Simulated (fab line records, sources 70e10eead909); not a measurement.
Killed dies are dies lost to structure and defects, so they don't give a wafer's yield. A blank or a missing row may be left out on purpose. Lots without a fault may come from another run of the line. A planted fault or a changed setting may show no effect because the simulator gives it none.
fab line records | flow nand_harc
record lots=12 wafers=36 last_day=34
route steps=1302 shown P_GATE@202 P_CONTACT@229
lots that met no fault: from a run of the same line without faults
start_h: hours from the record's first day to the start of the lot's first wafer shown | wait_h: hours since the lot's step before | " the same as in the row above | L1.1+2: a row that stands for several wafers | - no value, or no start given | * or withheld: withheld | < > ~ a bound
route shown NAME@n: a module of which the file shows steps, and the number in the route of the first | usual: mean/standard deviation of fault-free wafers | same: alike in all rows | chamber/n: place in a boat | sites: the reading at each site | _std_site: their standard deviation | _edge_site: outer sites' mean less inner sites' | radius_mm: how far each site lies from the wafer's centre | mask NAME#n: copy n | behind: the tool/chamber that last shaped the wafer | hold: why the lot was held/for how many hours/how that ended | device: the transistor (n, p or np) that didn't switch | end of line: the same wafers' tests at the end of the route | a step without rows: its recipe alone | killed: dies lost to structure and defects at the first sort, not the wafer's yield | map: a wafer's dies, x killed, . not, _ none there
set.NAME: the setting as run; set.NAME@STEP: as run at that earlier step | model.NAME: the simulator's own value behind a step, which no gauge read
steps of the route over a sample of lots; a table a step, a row a wafer
services: from which hour (start_h, from the record's first day; less than 0 if before it) a tool's chamber was out of use, for how many hours, and why
## steps
# step NHARC_P_GATE_DESCUM_93
# recipe time_s=3 o2_flow_sccm=200 ar_flow_sccm=0 bias_power_w=0 chemistry=O2
# usual drypump_motor_current_A=5.8/0.5 oes_product_au=0.994/0.013 rf_vpp_V=57.9/0.91 showerhead_plenum_p_Torr=1.91/0.072 throttle_valve_pct=11.312/0.0089
# columns lot.wafer tool chamber start_h wait_h drypump_motor_current_A oes_product_au rf_hours_counter_h rf_vpp_V showerhead_plenum_p_Torr throttle_valve_pct
L237.2 rie_diel-04 2 115.60 - 5.6 0.985 8 58.8 2.04 11.312
L237.1 " 3 " " 5.8 0.983 9 57.1 1.93 11.325
L237.5 " 2 " " 5.7 0.987 - 59.3 2.04 11.316
L238.4 rie_diel-08 0 119.36 - 5.7 0.971 5 57.7 1.88 11.308
L238.3 " 1 " " 5.9 0.996 4 59.3 1.95 11.303
L238.1 " 2 " " 6.5 1.000 4 57.0 1.95 11.290
L239.2 rie_diel-03 3 132.31 - 4.8 0.982 1 57.5 1.87 11.307
L239.6 " 1 " " 6.1 0.987 - 58.2 1.90 11.310
L239.5 " 2 " " 5.7 1.006 - 57.5 1.83 11.322
L240.2 rie_diel-03 2 138.32 - 5.7 1.002 1 56.3 1.83 11.325
L240.4 " 3 " " 4.8 0.978 1 58.6 1.87 11.300
L240.1 " 0 " " 5.1 1.027 1 58.4 1.91 11.318
L243.4 rie_diel-08 3 167.98 - 6.6 1.008 8 57.5 1.79 11.304
L243.1 " 1 " " 5.9 1.003 7 56.4 1.95 11.333
L243.6 " 3 " " 6.6 0.999 - 57.6 1.79 11.312
L252.4 rie_diel-04 3 260.19 - 5.8 0.967 3 58.1 1.92 11.310
L252.3 " 2 " " 5.7 0.983 4 58.4 2.03 11.309
L252.5 " 0 " " 5.9 1.011 - 58.8 1.86 11.304
L253.1 rie_diel-08 1 270.80 - 5.9 0.986 4 57.8 1.95 11.310
L253.4 " 2 " " 6.5 1.001 4 57.9 1.95 11.321
L253.6 " 0 " " 5.6 0.988 - 57.3 1.88 11.320
L254.3 rie_diel-08 2 276.14 - 6.6 0.985 4 57.7 1.95 11.318
L254.5 " 0 " " 5.7 0.977 - 59.3 1.88 11.312
L254.6 " 1 " " 5.9 0.991 - 57.3 1.95 11.325
L257.2 rie_diel-03 3 312.18 - 4.8 0.987 1 57.0 1.87 11.314
L257.6 " 3 " " 4.8 1.001 - 57.0 1.87 11.329
L257.5 " 1 " " 6.1 0.986 - 58.5 1.89 11.305
L258.2 rie_diel-03 3 319.27 - 4.8 0.985 1 57.1 1.87 11.299
L258.3 " 1 " " 6.1 0.993 1 58.9 1.89 11.304
L258.6 " 2 " " 5.7 0.992 - 57.8 1.83 11.310
L259.1 rie_diel-04 3 332.97 - 5.8 1.003 9 57.6 1.92 11.305
L259.3 " 1 " " 6.3 0.999 9 59.2 2.02 11.306
L259.6 " 3 " " 5.8 1.007 - 57.0 1.92 11.322
L260.2 rie_diel-04 3 348.22 - 5.8 1.011 9 58.6 1.92 11.317
L260.6 " 1 " " 6.4 1.002 - 59.1 2.02 11.300
L260.5 " 2 " " 5.6 0.999 - 57.1 2.03 11.307
# step NHARC_P_GATE_STRIP_95
# recipe power_w=1500 temp_c=250 chemistry=O2
# usual drypump_motor_current_A=5.8/0.35 heater_power_w=342/42
# columns lot.wafer tool chamber start_h wait_h drypump_motor_current_A heater_power_w rf_hours_counter_h
L237.2 plasma_asher-01 1 116.70 0.6 6.0 360 27
L237.1 " 0 " " 5.4 305 27
L237.5 " 0 " " 5.4 305 -
L238.1 plasma_asher-01 0 120.46 0.5 5.5 296 28
L238.3 " 1 " " 6.1 359 -
L238.4 " 0 " " 5.5 312 -
L239.2 plasma_asher-01 1 133.38 0.5 6.0 365 30
L239.5 " 0 " " 5.5 305 -
L239.6 " 1 " " 6.0 368 -
L240.1 plasma_asher-01 1 139.39 0.6 6.0 369 32
L240.2 " 0 " " 5.5 306 32
L240.4 " 0 " " 5.5 310 -
L243.1 plasma_asher-02 1 169.06 0.6 5.6 406 17
L243.4 " 0 " " 6.4 320 -
L243.6 " 0 " " 6.4 314 -
L252.3 plasma_asher-01 1 261.35 0.4 6.0 363 -
L252.4 " 0 " " 5.5 292 -
L252.5 " 1 " " 6.0 369 -
L253.1 plasma_asher-01 1 271.88 0.5 6.0 360 24
L253.4 " 1 " " 6.0 364 -
L253.6 " 1 " " 6.0 374 -
L254.3 plasma_asher-02 1 277.24 0.3 5.6 386 -
L254.5 " 0 " " 6.4 329 -
L254.6 " 1 " " 5.6 377 -
L257.2 plasma_asher-01 1 313.30 0.6 6.0 371 32
L257.6 " 1 " " 6.0 365 -
L257.5 " 0 " " 5.5 292 -
L258.2 plasma_asher-02 1 320.53 0.5 5.6 387 12
L258.3 " 1 " " 5.6 385 -
L258.6 " 0 " " 6.4 319 -
L259.1 plasma_asher-01 1 334.24 0.5 6.0 369 36
L259.3 " 0 " " 5.5 292 -
L259.6 " 0 " " 5.4 288 -
L260.2 plasma_asher-02 1 349.28 0.6 5.6 385 18
L260.6 " 1 " " 5.6 379 -
L260.5 " 0 " " 6.3 328 -
# step NHARC_P_CONTACT_EXPOSE_09
# recipe na=1.35 target_cd_nm=90 dose_mj=81.26 mask_id=P_CA
# columns lot.wafer tool chamber start_h wait_h mask
L237.1+2+5 arfi_scanner-01 0 120.30 - P_CA#0
L238.1+3+4 arfi_scanner-01 0 123.61 - P_CA#0
L239.2+5+6 arfi_scanner-03 0 136.67 - P_CA#0
L240.1+2+4 arfi_scanner-01 0 142.70 - P_CA#0
L243.1+4+6 arfi_scanner-03 0 172.47 - P_CA_R1#0
L252.3+4+5 arfi_scanner-03 0 264.60 - P_CA#0
L253.1+4+6 arfi_scanner-01 0 275.59 - P_CA#0
L254.3+5+6 arfi_scanner-02 0 280.99 - P_CA#0
L257.2+5+6 arfi_scanner-01 0 316.46 - P_CA#0
L258.2+3+6 arfi_scanner-01 0 323.73 - P_CA#0
L259.1+3+6 arfi_scanner-01 0 337.39 - P_CA#0
L260.2+5+6 arfi_scanner-02 0 352.59 - P_CA#0
# step NHARC_P_CONTACT_CD_MEAS_12
# recipe target_cd_nm=90 landing_energy_ev=500
# usual cd_nm=90.3/0.77
# columns lot.wafer tool chamber start_h wait_h cd_nm
L237.1 cd_sem-02 0 120.44 - 92.3
L237.2 " 0 " " 90.1
L237.5 " 0 " " 90.1
L238.1 cd_sem-02 0 123.75 - 89.9
L238.3 " 0 " " 90.9
L238.4 " 0 " " 90.3
L239.2 cd_sem-03 0 136.80 - 90.6
L239.5 " 0 " " 90.0
L239.6 " 0 " " 89.5
L240.1 cd_sem-03 0 142.84 - 90.0
L240.2 " 0 " " 90.3
L240.4 " 0 " " 90.9
L243.1 cd_sem-03 0 172.61 - 92.5
L243.4 " 0 " " 92.6
L243.6 " 0 " " 92.1
L252.3 cd_sem-03 0 264.74 - 90.2
L252.4 " 0 " " 89.5
L252.5 " 0 " " 90.2
L253.1 cd_sem-03 0 275.73 - 90.8
L253.4 " 0 " " 90.9
L253.6 " 0 " " 89.8
L254.3 cd_sem-01 0 281.13 - 89.4
L254.5 " 0 " " 90.6
L254.6 " 0 " " 90.0
L257.2 cd_sem-01 0 316.60 - 88.9
L257.5 " 0 " " 89.3
L257.6 " 0 " " 88.9
L258.2 cd_sem-01 0 323.86 - 91.4
L258.3 " 0 " " 91.1
L258.6 " 0 " " 91.3
L259.1 cd_sem-03 0 337.52 - 90.2
L259.3 " 0 " " 89.4
L259.6 " 0 " " 89.4
L260.2 cd_sem-01 0 352.73 - 89.8
L260.5 " 0 " " 90.6
L260.6 " 0 " " 91.2
# step NHARC_P_CONTACT_OVL_MEAS_13
# usual overlay_x_nm=-0.1/0.75 overlay_y_nm=0.1/0.83
# columns lot.wafer tool chamber start_h wait_h overlay_x_nm overlay_y_nm
L237.1 overlay-02 - 120.52 - 0.7 -0.3
L237.2 " - " " 0.3 -0.1
L237.5 " - " " 1.0 -0.5
L238.1 overlay-02 - 123.84 - 0.6 -0.7
L238.3 " - " " 0.1 -0.3
L238.4 " - " " 0.3 -0.8
L239.2 overlay-02 - 136.89 - 0.3 0.2
L239.5 " - " " 0.8 0.7
L239.6 " - " " 0.5 0.4
L240.1 overlay-01 - 142.93 - 0.2 -0.1
L240.2 " - " " -0.2 -0.2
L240.4 " - " " -0.4 -0.1
L243.1 overlay-02 - 172.70 - 0.0 -0.1
L243.4 " - " " 0.9 -0.3
L243.6 " - " " 0.7 -0.2
L252.3 overlay-02 - 264.82 - -0.4 0.0
L252.4 " - " " -1.1 -0.7
L252.5 " - " " -0.4 -0.4
L253.1 overlay-02 - 275.82 - -0.6 0.1
L253.4 " - " " -0.3 0.1
L253.6 " - " " -0.3 0.2
L254.3 overlay-02 - 281.23 - 0.4 -0.7
L254.5 " - " " 0.7 -0.8
L254.6 " - " " 0.2 -0.4
L257.2 overlay-02 - 316.68 - -1.7 -0.9
L257.5 " - " " -1.3 -2.0
L257.6 " - " " -2.1 -1.4
L258.2 overlay-01 - 323.95 - -0.5 0.1
L258.3 " - " " -0.4 -0.5
L258.6 " - " " 0.1 0.0
L259.1 overlay-02 - 337.61 - 0.1 1.1
L259.3 " - " " 0.1 1.1
L259.6 " - " " 0.2 0.4
L260.2 overlay-01 - 352.82 - 0.3 0.8
L260.5 " - " " -0.2 0.5
L260.6 " - " " 0.2 0.6
## services
# columns tool chamber start_h hours kind
arfi_scanner-01 - 100.25 0.6 repair
rie_diel-04 1 102.23 17.4 repair
rie_diel-03 - 104.30 9.0 pm
plasma_asher-01 - 165.42 9.0 pm
rie_diel-04 - 177.90 9.0 pm
rie_diel-08 2 179.00 7.0 repair
rie_diel-08 1 180.40 14.0 repair
rie_diel-08 - 190.80 9.0 pm
arfi_scanner-03 - 196.00 4.0 pm
rie_diel-03 3 207.45 1.3 repair
arfi_scanner-01 - 210.44 0.3 repair
plasma_asher-01 - 237.88 0.3 repair
plasma_asher-02 - 241.26 10.5 repair
arfi_scanner-01 - 252.00 4.0 pm
rie_diel-03 - 253.44 2.4 repair
rie_diel-03 - 281.30 9.0 pm
arfi_scanner-01 - 294.41 2.6 repair
rie_diel-08 2 307.16 6.4 repair
rie_diel-03 3 323.44 2.5 repair
rie_diel-03 3 328.56 1.7 repair
arfi_scanner-01 - 331.19 1.3 repair
rie_diel-08 0 339.88 4.7 repair
rie_diel-08 2 341.29 9.0 repair
plasma_asher-01 - 342.42 9.0 pm
## key
first_sign step=NHARC_P_CONTACT_EXPOSE_09 reading=mask direction=changed
effect step=NHARC_P_CONTACT_CD_MEAS_12 reading=cd_nm direction=up sigmas=2.7 usual=90.3 struck=92.4
met_at NHARC_P_CONTACT_EXPOSE_09
struck_lots L243
tester_left_out L243
not_acting_at NHARC_P_GATE_DESCUM_93,NHARC_P_GATE_STRIP_95,NHARC_P_CONTACT_OVL_MEAS_13
onset_between 136.67 172.47
fault kind=wrong_mask tool=any chamber=- onset_h=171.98 steps=NHARC_P_CONTACT_EXPOSE_09 aux_copy=P_CA_R1#0 cd_offset_nm=3.0531 scope=struck_lots_only
# tester_left_out: of these lots the tester's yield and bins aren't shown, on N5 and GAA mostly nor the transistor test; their killed dies are dies lost to structure and defects alone, not to doping, threshold or leakage, so they don't give the yield
